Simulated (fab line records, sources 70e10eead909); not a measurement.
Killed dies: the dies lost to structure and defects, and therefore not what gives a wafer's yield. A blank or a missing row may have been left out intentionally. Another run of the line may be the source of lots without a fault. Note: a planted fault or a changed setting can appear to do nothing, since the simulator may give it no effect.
Chamber matching ; flow nand harc ; NHARC_A_STAIRCASE_ALD_415 on ald hk-04 has 4 sister chambers
The step deposits SiO2, target thk 30 nm, pulse time 6 s, ald cycles 300. 20 wafers are shown with their chamber, then 10 later ones without.

## WAFERS WITH THEIR CHAMBER
wafer;chamber;heater power w (W);precursor pulse height rel
L074.1;2;437;0.972
L074.2;3;501;1.008
L074.5;2;440;0.942
L081.2;2;410;0.993
L081.3;0;546;0.971
L081.4;3;515;1.023
L079.2;0;537;1.020
L079.4;1;466;1.006
L079.5;1;471;1.018
L082.1;3;503;0.981
L082.2;2;421;1.021
L082.5;1;473;0.970
L087.1;2;408;1.008
L087.4;3;501;0.975
L087.6;0;547;1.024
L086.3;3;509;1.009
L086.4;2;405;1.028
L086.5;0;537;0.993
L089.2;0;542;0.984
L089.5;2;408;0.950

SIGNATURES (means of the wafers above)
reading;chamber 0;chamber 1;chamber 2;chamber 3;scatter within a chamber
heater power w;541.80;470.00;418.43;505.80;9.85
precursor pulse height rel;0.99840;0.99800;0.98771;0.99920;0.0273
Rule: a wafer's distance from a chamber is the root of the sum, over the readings, of the square of ((its reading less the chamber's mean) divided by the reading's scatter). The wafer belongs to the nearest chamber; if the next one is less than 2 further off, it can't be placed. The scatter: take each reading less its chamber's mean, square it, sum over the shown wafers, divide by the number of wafers less the number of chambers, and take the root.

## WAFERS WITH NO CHAMBER GIVEN
wafer;heater power w (W);precursor pulse height rel
L089.6;510;0.994
L092.1;533;0.939
L092.4;413;0.991
L092.5;422;0.983
L097.2;412;1.021
L097.3;538;0.980
L097.4;506;1.007
L096.2;550;1.024
L096.3;421;0.994
L096.6;508;1.001

## WHICH CHAMBER EACH ONE RAN IN
wafer;from the rows above;in truth
L089.6;3;3
L092.1;can't be placed: 0 or 3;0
L092.4;2;2
L092.5;2;2
L097.2;2;2
L097.3;0;0
L097.4;3;3
L096.2;0;0
L096.3;2;2
L096.6;3;3
Correctly placed: 9 of 10. These rows do not allow placing 1 (true chamber among the candidates in 1). Wrongly placed: 0.
